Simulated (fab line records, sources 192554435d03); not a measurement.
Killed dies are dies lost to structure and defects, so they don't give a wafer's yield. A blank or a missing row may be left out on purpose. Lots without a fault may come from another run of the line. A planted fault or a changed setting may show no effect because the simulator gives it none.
Chamber matching | flow n5_finfet | N5_BEOL_M2_STRIP_19 on rie_diel-03: 4 sister chambers
The step strips in O2. 4 wafers are shown with their chamber, then 12 later ones without.

WAFERS WITH THEIR CHAMBER
wafer  | chamber | showerhead_plenum_p_Torr (Torr)
L088.3 | 0       | 2.18
L092.2 | 3       | 2.01
L092.3 | 1       | 2.08
L092.6 | 2       | 2.04

WAFERS WITHOUT THEIR CHAMBER
wafer  | showerhead_plenum_p_Torr (Torr)
L095.1 | 2.01
L095.2 | 2.04
L095.3 | 2.17
L095.4 | 2.08
L095.5 | 2.17
L095.6 | 2.08
L097.1 | 2.17
L097.2 | 2.04
L097.3 | 2.01
L097.4 | 2.04
L097.5 | 2.17
L097.6 | 2.01

WHICH CHAMBER EACH WENT THROUGH
wafer  | from the rows above | in truth
L095.1 | 3                   | 3
L095.2 | 2                   | 2
L095.3 | 0                   | 0
L095.4 | 1                   | 1
L095.5 | 0                   | 0
L095.6 | 1                   | 1
L097.1 | 0                   | 0
L097.2 | 2                   | 2
L097.3 | 3                   | 3
L097.4 | 2                   | 2
L097.5 | 0                   | 0
L097.6 | 3                   | 3
Placed correctly: 12 of 12. Can't be placed from these rows: 0. Placed wrongly: 0.
How it was worked out, from the rows above alone: a wafer's distance from a chamber is the root of the sum, over the readings, of the square of ((its reading less the chamber's mean) divided by the reading's scatter). The wafer belongs to the nearest chamber; if the next one is less than 2 further off, it can't be placed. A chamber's mean is the mean of its shown wafers. The scatter: with one shown wafer a chamber, the root of the mean of the squares of how far each hidden wafer lies from its nearest shown one.
